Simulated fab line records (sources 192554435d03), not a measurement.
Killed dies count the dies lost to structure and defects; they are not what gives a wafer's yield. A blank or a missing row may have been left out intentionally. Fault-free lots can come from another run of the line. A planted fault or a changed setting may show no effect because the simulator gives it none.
fab line records | flow n5Finfet
record lots=10 | wafers=30 | lastDay=17
route steps=1938 shown BEOL_M4@1084 TV_LITHO@1886 PASSIVATION@1928
lots untouched by any fault: they come from a run of this same line in which no faults occurred
startH: the number of hours between the record's first day and the start of the first shown wafer of the lot | waitH: hours elapsed since this lot's preceding step | " the same as in the row above | L1.1+2: a row that stands for several wafers | - value missing, or start not given | * or withheld: withheld | < > ~ a bound
route shown NAME@n: NAME is a module with steps in the file, n the number in the route of the first one | usual: the fault-free wafers' mean and standard deviation | same: alike in all rows | chamber/n: place in a boat | sites: the reading at each site | _std_site: standard deviation of those values | _edge_site: outer sites' mean less inner sites' | radiusMm: for every site, how far away it sits from the centre of the wafer | mask NAME#n: copy n | behind: tool/chamber where the wafer was last shaped | hold: why the lot went on hold/how many hours it stayed there/how the hold came to an end | device: transistor that didn't switch, given as n, p or np | end of line: at the end of the route, the tests of the same wafers | a step with no rows: only its recipe | killed: at the first sort, the dies lost to defects and structure; wafer yield is something else | map: a wafer's dies, marking killed ones x, the rest . and places with no die _
set.NAME: the setting as run; set.NAME@STEP: as run at that earlier step | model.NAME: the simulator's own value behind a step, which no gauge read
steps of the route over a sample of lots; a table a step, a row a wafer
services: when a tool's chamber went out of use (startH, in hours from the record's first day, below 0 if earlier), for how many hours, and the reason
## steps
# step N5_BEOL_M4_SPUTTER_48
# recipe material=Cu | targetThkA=45 | tempC=-20 | chamberPressurePa=0.07 | powerW=withheld | timeS=8.29
# usual throttleValvePct=29.8/0.98
lot.wafer | tool          | chamber | startH | waitH | throttleValvePct
L409.1    | pvdSputter-02 | -       | 179.85 | 0.2   | 30.1
L409.3    | "             | -       | "      | "     | 29.1
L409.6    | "             | -       | "      | "     | 29.7
L414.3    | pvdSputter-03 | -       | 200.80 | 0.2   | 30.5
L414.5    | "             | -       | "      | "     | 29.5
L414.6    | "             | -       | "      | "     | 30.3
L416.3    | pvdSputter-02 | -       | 219.59 | 0.2   | 29.8
L416.4    | "             | -       | "      | "     | 30.3
L416.5    | "             | -       | "      | "     | 30.2
L417.2    | pvdSputter-01 | -       | 220.87 | 0.2   | 27.5
L417.4    | "             | -       | "      | "     | 30.4
L417.5    | "             | -       | "      | "     | 27.3
L412.2    | pvdSputter-03 | -       | 224.34 | 0.1   | 31.8
L412.5    | "             | -       | "      | "     | 30.4
L412.6    | "             | -       | "      | "     | 31.6
L422.2    | pvdSputter-02 | -       | 259.65 | 0.2   | 28.6
L422.4    | "             | -       | "      | "     | 29.6
L422.6    | "             | -       | "      | "     | 30.2
L425.2    | pvdSputter-02 | -       | 274.66 | 0.9   | 30.1
L425.4    | "             | -       | "      | "     | 30.2
L425.5    | "             | -       | "      | "     | 30.1
L428.3    | pvdSputter-03 | -       | 299.08 | 0.1   | 29.7
L428.4    | "             | -       | "      | "     | 30.5
L428.5    | "             | -       | "      | "     | 29.7
L431.1    | pvdSputter-03 | -       | 304.10 | 0.1   | 31.5
L431.4    | "             | -       | "      | "     | 29.7
L431.5    | "             | -       | "      | "     | 29.8
L432.2    | pvdSputter-03 | -       | 308.00 | 0.3   | 29.8
L432.3    | "             | -       | "      | "     | 29.8
L432.4    | "             | -       | "      | "     | 30.3
# step N5_PASSIVATION_DESCUM_12
# recipe chemistry=O2 | timeS=7.9 | sourcePowerW=50 | biasPowerW=20 | pressureMtorr=20 | rfFrequencyHz=2.712e+07 | tempC=40 | o2FlowSccm=225
# usual drypumpMotorCurrentA=5.8/0.41 | oesProductAu=0.77/0.081 | rfVppV=242.8/1.2 | showerheadPlenumPTorr=2.06/0.052 | tempC=39.99/0.12 | throttleValvePct=20.49/0.22
lot.wafer | tool       | chamber | startH | waitH | drypumpMotorCurrentA | oesProductAu | rfHoursCounterH | rfVppV | showerheadPlenumPTorr | tempC | throttleValvePct
L409.1    | rieDiel-06 | 3       | 280.81 | 0.0   | 5.2                  | 0.71         | 233             | 244.2  | 2.15                  | 40.01 | 20.69
L409.3    | "          | 2       | "      | "     | 6.2                  | 0.71         | 219             | 242.3  | 2.08                  | 40.01 | 20.91
L409.6    | "          | 3       | "      | "     | 5.2                  | 0.71         | -               | 243.8  | 2.15                  | 40.09 | 20.70
L414.3    | rieDiel-01 | 0       | 302.42 | 1.1   | 6.3                  | 0.88         | 44              | 241.8  | 2.04                  | 40.09 | 20.08
L414.5    | "          | 3       | "      | "     | 6.2                  | 0.73         | -               | 241.0  | 2.01                  | 40.14 | 20.54
L414.6    | "          | 0       | "      | "     | 6.4                  | 0.88         | -               | 241.5  | 2.04                  | 40.09 | 20.08
L416.3    | rieDiel-02 | 3       | 321.12 | 0.0   | 6.3                  | 0.79         | 118             | 244.9  | 2.09                  | 39.83 | 20.47
L416.4    | "          | 0       | "      | "     | 5.0                  | 0.81         | 90              | 241.3  | 2.02                  | 40.00 | 20.41
L416.5    | "          | 3       | "      | "     | 6.3                  | 0.79         | -               | 244.3  | 2.09                  | 39.96 | 20.45
L417.2    | rieDiel-02 | 0       | 325.47 | 0.7   | 5.0                  | 0.81         | 92              | 241.0  | 2.02                  | 40.31 | 20.40
L417.4    | "          | 3       | "      | "     | 6.3                  | 0.80         | 120             | 244.0  | 2.09                  | 39.97 | 20.46
L417.5    | "          | 3       | "      | "     | 6.3                  | 0.79         | -               | 242.7  | 2.09                  | 39.93 | 20.46
L412.2    | rieDiel-02 | 1       | 331.04 | 0.1   | 5.8                  | 0.91         | 37              | 242.8  | 2.02                  | 39.96 | 20.56
L412.5    | "          | 1       | "      | "     | 5.8                  | 0.91         | -               | 241.3  | 2.02                  | 39.83 | 20.58
L412.6    | "          | 0       | "      | "     | 5.0                  | 0.82         | -               | 241.9  | 2.02                  | 39.98 | 20.42
L422.2    | rieDiel-06 | 1       | 354.79 | 0.0   | 5.5                  | 0.71         | 211             | 242.9  | 2.08                  | 39.97 | 20.13
L422.4    | "          | 2       | "      | "     | 6.2                  | 0.68         | -               | 242.3  | 2.07                  | 40.10 | 20.96
L422.6    | "          | 1       | "      | "     | 5.5                  | 0.71         | -               | 241.8  | 2.08                  | 39.92 | 20.12
L425.2    | rieDiel-01 | 3       | 371.25 | 0.1   | 6.2                  | 0.72         | 205             | 240.9  | 2.01                  | 40.16 | 20.56
L425.4    | "          | 1       | "      | "     | 5.4                  | 0.70         | 230             | 242.3  | 1.96                  | 40.17 | 20.22
L425.5    | "          | 2       | "      | "     | 5.9                  | 0.73         | -               | 242.8  | 2.09                  | 40.03 | 20.67
L428.3    | rieDiel-06 | 1       | 407.57 | 0.1   | 5.5                  | 0.69         | 230             | 243.0  | 2.07                  | 39.91 | 20.14
L428.4    | "          | 1       | "      | "     | 5.5                  | 0.69         | -               | 242.6  | 2.07                  | 39.98 | 20.16
L428.5    | "          | 3       | "      | "     | 5.2                  | 0.93         | -               | 243.3  | 2.14                  | 40.07 | 20.37
L431.1    | rieDiel-01 | 0       | 407.63 | 0.1   | 6.4                  | 0.83         | 81              | 241.8  | 2.03                  | 40.09 | 20.14
L431.4    | "          | 1       | "      | "     | 5.5                  | 0.69         | 241             | 242.6  | 1.96                  | 40.02 | 20.23
L431.5    | "          | 2       | "      | "     | 5.9                  | 0.71         | -               | 242.8  | 2.08                  | 39.95 | 20.69
L432.2    | rieDiel-06 | 1       | 408.06 | 0.4   | 5.5                  | 0.69         | 230             | 243.2  | 2.07                  | 39.90 | 20.17
L432.3    | "          | 3       | "      | "     | 5.3                  | 0.93         | 14              | 243.0  | 2.13                  | 40.00 | 20.38
L432.4    | "          | 3       | "      | "     | 5.3                  | 0.93         | -               | 242.6  | 2.13                  | 39.96 | 20.38
# step N5_PASSIVATION_DESCUM_46
# recipe chemistry=O2 | timeS=7.9 | sourcePowerW=50 | biasPowerW=20 | pressureMtorr=20 | rfFrequencyHz=2.712e+07 | tempC=40 | o2FlowSccm=225
# usual drypumpMotorCurrentA=5.6/0.56 | oesProductAu=0.78/0.061 | rfVppV=242.6/1.6 | showerheadPlenumPTorr=2.07/0.083 | tempC=40.02/0.1 | throttleValvePct=20.49/0.19
lot.wafer | tool       | chamber | startH | waitH | drypumpMotorCurrentA | oesProductAu | rfHoursCounterH | rfVppV | showerheadPlenumPTorr | tempC | throttleValvePct
L409.1    | rieDiel-05 | 2       | 287.29 | 0.8   | 6.0                  | 0.76         | 137             | 243.6  | 2.09                  | 40.16 | 20.70
L409.3    | "          | 3       | "      | "     | 4.7                  | 0.78         | 111             | 242.1  | 2.04                  | 39.90 | 20.67
L409.6    | "          | 1       | "      | "     | 5.9                  | 0.80         | -               | 242.7  | 2.00                  | 39.90 | 20.55
L414.3    | rieDiel-04 | 3       | 306.77 | 0.4   | 5.9                  | 0.87         | 57              | 245.8  | 2.21                  | 40.20 | 20.53
L414.5    | "          | 2       | "      | "     | 5.7                  | 0.90         | -               | 243.7  | 2.06                  | 40.02 | 20.09
L414.6    | "          | 3       | "      | "     | 5.9                  | 0.87         | -               | 244.5  | 2.21                  | 40.13 | 20.54
L416.3    | rieDiel-04 | 0       | 325.21 | 0.0   | 6.5                  | 0.74         | 140             | 243.2  | 2.18                  | 40.01 | 20.30
L416.4    | "          | 1       | "      | "     | 6.1                  | 0.80         | 108             | 245.6  | 2.21                  | 40.01 | 20.28
L416.5    | "          | 3       | "      | "     | 6.0                  | 0.87         | -               | 245.2  | 2.21                  | 40.18 | 20.55
L417.2    | rieDiel-05 | 3       | 330.77 | 0.1   | 4.7                  | 0.76         | 125             | 241.3  | 2.04                  | 39.91 | 20.67
L417.4    | "          | 2       | "      | "     | 6.0                  | 0.74         | 154             | 242.8  | 2.09                  | 40.10 | 20.72
L417.5    | "          | 3       | "      | "     | 4.7                  | 0.77         | -               | 241.6  | 2.04                  | 39.95 | 20.68
L412.2    | rieDiel-05 | 3       | 334.94 | 0.4   | 4.7                  | 0.76         | 126             | 241.6  | 2.04                  | 40.16 | 20.70
L412.5    | "          | 0       | "      | "     | 5.1                  | 0.72         | -               | 240.4  | 1.99                  | 40.12 | 20.30
L412.6    | "          | 1       | "      | "     | 5.8                  | 0.79         | -               | 242.1  | 2.00                  | 39.99 | 20.57
L422.2    | rieDiel-03 | 1       | 358.32 | 0.0   | 6.3                  | 0.89         | 22              | 244.1  | 2.14                  | 39.99 | 20.51
L422.4    | "          | 2       | "      | "     | 4.8                  | 0.85         | 77              | 241.1  | 2.05                  | 39.97 | 20.32
L422.6    | "          | 3       | "      | "     | 5.5                  | 0.67         | -               | 238.9  | 1.91                  | 40.05 | 20.65
L425.2    | rieDiel-05 | 3       | 375.13 | 0.0   | 4.7                  | 0.74         | 141             | 242.1  | 2.03                  | 39.98 | 20.70
L425.4    | "          | 1       | "      | "     | 5.8                  | 0.76         | 155             | 240.5  | 1.99                  | 40.03 | 20.58
L425.5    | "          | 0       | "      | "     | 5.2                  | 0.70         | -               | 242.8  | 1.99                  | 40.12 | 20.33
L431.1    | rieDiel-03 | 1       | 411.36 | 0.0   | 6.4                  | 0.87         | 41              | 243.3  | 2.13                  | 40.13 | 20.55
L431.4    | "          | 2       | "      | "     | 4.8                  | 0.81         | 97              | 243.5  | 2.04                  | 40.15 | 20.35
L431.5    | "          | 0       | "      | "     | 5.3                  | 0.76         | -               | 241.7  | 2.02                  | 39.86 | 20.71
L428.3    | rieDiel-04 | 0       | 411.68 | 0.0   | 6.5                  | 0.71         | 173             | 244.1  | 2.16                  | 39.96 | 20.33
L428.4    | "          | 3       | "      | "     | 6.0                  | 0.81         | 97              | 245.2  | 2.20                  | 39.89 | 20.58
L428.5    | "          | 3       | "      | "     | 6.0                  | 0.82         | -               | 245.0  | 2.20                  | 40.08 | 20.58
L432.2    | rieDiel-03 | 2       | 412.00 | 0.3   | 4.8                  | 0.82         | 97              | 241.8  | 2.04                  | 40.02 | 20.36
L432.3    | "          | 1       | "      | "     | 6.3                  | 0.86         | 41              | 243.1  | 2.13                  | 39.96 | 20.55
L432.4    | "          | 3       | "      | "     | 5.5                  | 0.67         | 238             | 240.7  | 1.90                  | 40.00 | 20.66
# step N5_PASSIVATION_STRIP_48
# recipe chemistry=O2 | powerW=600 | tempC=60 | pressureMtorr=30 | rfFrequencyHz=6e+07 | biasPowerW=0 | overashFraction=0.5 | o2FlowSccm=225
# usual drypumpMotorCurrentA=5.6/0.56 | oesProductAu=0.78/0.065 | rfVppV=3.9/2.4 | showerheadPlenumPTorr=2.07/0.082 | tempC=59.99/0.14 | throttleValvePct=16.74/0.19
lot.wafer | tool       | chamber | startH | waitH | drypumpMotorCurrentA | oesProductAu | rfHoursCounterH | rfVppV | showerheadPlenumPTorr | tempC | throttleValvePct
L409.1    | rieDiel-05 | 2       | 287.84 | 0.1   | 5.9                  | 0.75         | 138             | 2.9    | 2.10                  | 60.06 | 16.96
L409.3    | "          | 3       | "      | "     | 4.7                  | 0.76         | 111             | 7.2    | 2.05                  | 59.90 | 16.86
L409.6    | "          | 1       | "      | "     | 5.9                  | 0.80         | -               | 1.2    | 2.01                  | 59.83 | 16.82
L414.3    | rieDiel-04 | 3       | 307.33 | 0.1   | 5.9                  | 0.86         | 57              | 1.5    | 2.22                  | 60.06 | 16.72
L414.5    | "          | 2       | "      | "     | 5.6                  | 0.87         | -               | 1.2    | 2.07                  | 60.07 | 16.27
L414.6    | "          | 3       | "      | "     | 5.9                  | 0.88         | -               | 0      | 2.22                  | 59.96 | 16.69
L416.3    | rieDiel-04 | 0       | 325.76 | 0.1   | 6.5                  | 0.74         | 141             | 8.2    | 2.18                  | 59.82 | 16.61
L416.4    | "          | 1       | "      | "     | 6.1                  | 0.80         | 108             | 0      | 2.21                  | 59.94 | 16.55
L416.5    | "          | 3       | "      | "     | 5.9                  | 0.87         | -               | 3.8    | 2.21                  | 59.94 | 16.66
L417.2    | rieDiel-05 | 3       | 331.32 | 0.1   | 4.7                  | 0.75         | 125             | 3.6    | 2.04                  | 60.03 | 16.78
L417.4    | "          | 2       | "      | "     | 6.0                  | 0.74         | 155             | 2.9    | 2.09                  | 59.88 | 16.95
L417.5    | "          | 3       | "      | "     | 4.7                  | 0.77         | -               | 7.3    | 2.04                  | 59.88 | 16.87
L412.2    | rieDiel-05 | 3       | 335.49 | 0.1   | 4.7                  | 0.77         | 126             | 4.3    | 2.04                  | 60.17 | 16.90
L412.5    | "          | 0       | "      | "     | 5.2                  | 0.70         | -               | 1.4    | 2.00                  | 60.32 | 16.61
L412.6    | "          | 1       | "      | "     | 5.9                  | 0.77         | -               | 4.4    | 2.00                  | 59.96 | 16.76
L422.2    | rieDiel-03 | 1       | 358.87 | 0.1   | 6.4                  | 0.90         | 22              | 5.5    | 2.14                  | 59.79 | 16.68
L422.4    | "          | 2       | "      | "     | 4.8                  | 0.81         | 78              | 7.6    | 2.05                  | 59.90 | 16.54
L422.6    | "          | 3       | "      | "     | 5.5                  | 0.69         | -               | 1.1    | 1.91                  | 60.18 | 16.85
L425.2    | rieDiel-05 | 3       | 375.68 | 0.1   | 4.7                  | 0.73         | 142             | 6.8    | 2.04                  | 59.95 | 16.95
L425.4    | "          | 1       | "      | "     | 5.8                  | 0.78         | 155             | 6.2    | 2.00                  | 60.08 | 16.80
L425.5    | "          | 0       | "      | "     | 5.2                  | 0.67         | -               | 3.6    | 1.99                  | 60.19 | 16.55
L431.1    | rieDiel-03 | 1       | 411.92 | 0.1   | 6.3                  | 0.88         | 41              | 2.4    | 2.13                  | 60.18 | 16.71
L431.4    | "          | 2       | "      | "     | 4.8                  | 0.83         | 97              | 2.9    | 2.05                  | 60.08 | 16.60
L431.5    | "          | 0       | "      | "     | 5.3                  | 0.77         | -               | 7.5    | 2.02                  | 60.07 | 16.96
L428.3    | rieDiel-04 | 0       | 412.23 | 0.1   | 6.4                  | 0.72         | 173             | 4.2    | 2.17                  | 60.15 | 16.62
L428.4    | "          | 3       | "      | "     | 6.0                  | 0.81         | 98              | 0.5    | 2.20                  | 60.11 | 16.82
L428.5    | "          | 3       | "      | "     | 6.0                  | 0.80         | -               | 3.7    | 2.20                  | 60.06 | 16.83
L432.2    | rieDiel-03 | 2       | 412.55 | 0.1   | 4.8                  | 0.82         | 98              | 0.7    | 2.04                  | 59.98 | 16.60
L432.3    | "          | 1       | "      | "     | 6.4                  | 0.90         | 41              | 6.4    | 2.13                  | 60.01 | 16.68
L432.4    | "          | 3       | "      | "     | 5.5                  | 0.67         | 238             | 2.4    | 1.90                  | 59.90 | 16.96
# step N5_PASSIVATION_PROBE_49
# usual defectLimitedYield=91.2/1.5 | killed_at_M0_to_M3=34/11 | killed_at_M4_up=14/5.4 | killedAtContacts=12/5.9 | killedAtFrontEnd=40/12 | killedAtOther=4/3.3 | killedDies=103/18 | killedOnRim=14/4.1 | killedOpen=68/13 | killedShort=34/7.5 | sort_bin_5_function=5.1/1 | sort_bin_6_memory=3.3/0.7 | sortNPass=1076/18 | sortYieldPct=91.2/1.5
# same grossDies=1180 | killedAtBackSide=0 | sort_bin_4_leakage[%]=0 | sort_bin_8_speed[%]=0
lot.wafer | tool      | chamber | startH | waitH | defectLimitedYield[%] | killed_at_M0_to_M3 | killed_at_M4_up | killedAtContacts | killedAtFrontEnd | killedAtOther | killedDies | killedOnRim | killedOpen | killedShort | sort_bin_5_function[%] | sort_bin_6_memory[%] | sortNPass | sortYieldPct[%]
L422.2    | prober-02 | -       | 361.51 | 0.1   | 90.5                  | 40                 | 17              | 17               | 30               | 8             | 112        | 7           | 81         | 31          | 6.2                    | 3.1                  | 1068      | 90.5
L422.4    | prober-02 | -       | 361.61 | 0.2   | 88.5                  | 51                 | 17              | 9                | 54               | 5             | 136        | 19          | 82         | 54          | 7.2                    | 3.8                  | 1044      | 88.5
L422.6    | prober-02 | -       | 361.71 | 0.3   | 84.0                  | 23                 | 104             | 23               | 38               | 1             | 189        | 29          | 69         | 32          | 10.5                   | 4.3                  | 991       | 84.0
L425.2    | prober-01 | -       | 378.26 | 0.1   | 93.0                  | 36                 | 9               | 5                | 30               | 3             | 83         | 10          | 59         | 24          | 4.1                    | 2.7                  | 1097      | 93.0
L425.4    | prober-01 | -       | 378.36 | 0.2   | 91.1                  | 46                 | 8               | 7                | 40               | 4             | 105        | 16          | 75         | 30          | 5.2                    | 3.3                  | 1075      | 91.1
L425.5    | prober-01 | -       | 378.41 | 0.2   | 84.0                  | 22                 | 113             | 11               | 40               | 3             | 189        | 29          | 65         | 34          | 9.2                    | 5.3                  | 991       | 84.0
# killed by level:class
L422.2 MOL_CONTACT_COAG:geometricParticle:open=15 BEOL_M3:geometricParticle:open=13 BEOL_M4:geometricParticle:open=10 BEOL_M1:geometricParticle:open=9 FIN_SAQP:geometricParticle:short=6 GATE_CUT:geometricParticle:short=6 FIN_SAQP:geometricParticle:open=5 BEOL_M0_SAQP:geometricParticle:open=5
L422.4 FIN_SAQP:geometricParticle:short=24 BEOL_M4:geometricParticle:open=12 BEOL_M0_SAQP:geometricParticle:open=12 FIN_SAQP:geometricParticle:open=10 BEOL_M3:geometricParticle:open=10 MOL_CONTACT_COAG:geometricParticle:open=9 BEOL_M0_SAQP:geometricParticle:short=8 DUMMY_GATE:geometricParticle:open=6
L422.6 BEOL_M4:unspecified=88 MOL_CONTACT_COAG:geometricParticle:open=19 STI_FIN_REVEAL:geometricParticle:open=11 BEOL_M4:geometricParticle:open=8 FIN_SAQP:geometricParticle:open=7 GATE_CUT:geometricParticle:short=6 BEOL_M0_SAQP:geometricParticle:short=6 BEOL_M3:geometricParticle:open=6
L425.2 STI_FIN_REVEAL:geometricParticle:open=12 BEOL_M0_SAQP:geometricParticle:open=9 BEOL_M1:geometricParticle:open=7 BEOL_M3:geometricParticle:open=6 MOL_CONTACT_COAG:geometricParticle:open=5 BEOL_M0_SAQP:geometricParticle:short=5 FIN_SAQP:geometricParticle:short=3 STI_FIN_REVEAL:geometricParticle:short=3
L425.4 BEOL_M1:geometricParticle:open=10 BEOL_M0_SAQP:geometricParticle:open=9 BEOL_M3:geometricParticle:open=9 STI_FIN_REVEAL:geometricParticle:open=8 BEOL_M0_SAQP:geometricParticle:short=8 MOL_CONTACT_COAG:geometricParticle:open=6 FIN_SAQP:geometricParticle:open=5 BEOL_M2:geometricParticle:open=5
L425.5 BEOL_M4:unspecified=90 STI_FIN_REVEAL:geometricParticle:open=13 MOL_CONTACT_COAG:geometricParticle:short=6 BEOL_M4:geometricParticle:open=6 FIN_SAQP:geometricParticle:open=5 BEOL_M1:geometricParticle:open=5 MOL_CONTACT_COAG:geometricParticle:open=5 BEOL_M2:geometricParticle:open=5
## services
tool          | chamber | startH | hours | kind
rieDiel-05    | 0       | 167.54 | 4.6   | repair
rieDiel-06    | -       | 176.96 | 1.2   | repair
rieDiel-03    | 2       | 185.10 | 3.2   | repair
rieDiel-05    | -       | 196.32 | 1.0   | repair
rieDiel-04    | -       | 199.04 | 0.5   | repair
rieDiel-04    | 2       | 202.38 | -     | clean
rieDiel-04    | 2       | 202.38 | -     | consumableReplace:focusRing
rieDiel-04    | 2       | 202.38 | 27.5  | scheduledDown
rieDiel-06    | 2       | 204.70 | 3.3   | repair
rieDiel-02    | 0       | 242.88 | 8.6   | repair
rieDiel-06    | -       | 246.07 | 0.3   | repair
pvdSputter-02 | -       | 281.96 | 0.5   | repair
rieDiel-03    | -       | 282.27 | 14.6  | pm
rieDiel-05    | -       | 290.03 | 0.5   | repair
rieDiel-06    | -       | 291.33 | 15.6  | pm
rieDiel-04    | -       | 306.33 | 0.4   | repair
rieDiel-02    | 3       | 315.13 | 4.7   | repair
rieDiel-02    | 0       | 339.01 | 2.1   | repair
rieDiel-01    | 1       | 348.30 | 14.7  | repair
rieDiel-02    | 0       | 361.56 | 5.1   | repair
rieDiel-01    | -       | 368.32 | 1.0   | repair
rieDiel-03    | 3       | 374.28 | 19.2  | repair
pvdSputter-03 | -       | 407.82 | 2.5   | repair
rieDiel-01    | -       | 409.81 | 2.8   | pm
## key
firstSign step=N5_PASSIVATION_PROBE_49 | reading=killed_at_M4_up | direction=up | sigmas=18 | usual=14 | struck=108
effect step=N5_PASSIVATION_PROBE_49 | reading=killedDies | direction=up | sigmas=4.8 | usual=103 | struck=189
moreKillsBornAt N5_BEOL_M4_SPUTTER_48@pvdSputter-02=178
metAt N5_BEOL_M4_SPUTTER_48
struckLots L422,L425
struckWafers L422.6,L425.5
notActingAt N5_PASSIVATION_DESCUM_12,N5_PASSIVATION_DESCUM_46,N5_PASSIVATION_STRIP_48
onsetBetween 219.59 259.65
fault kind=chamberParticleSource | tool=pvdSputter-02 | chamber=- | onsetH=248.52 | steps=N5_BEOL_M4_SPUTTER_48 | ratePerVisitCm2=0.61604 | endH=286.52 | scope=struckWafersOnly
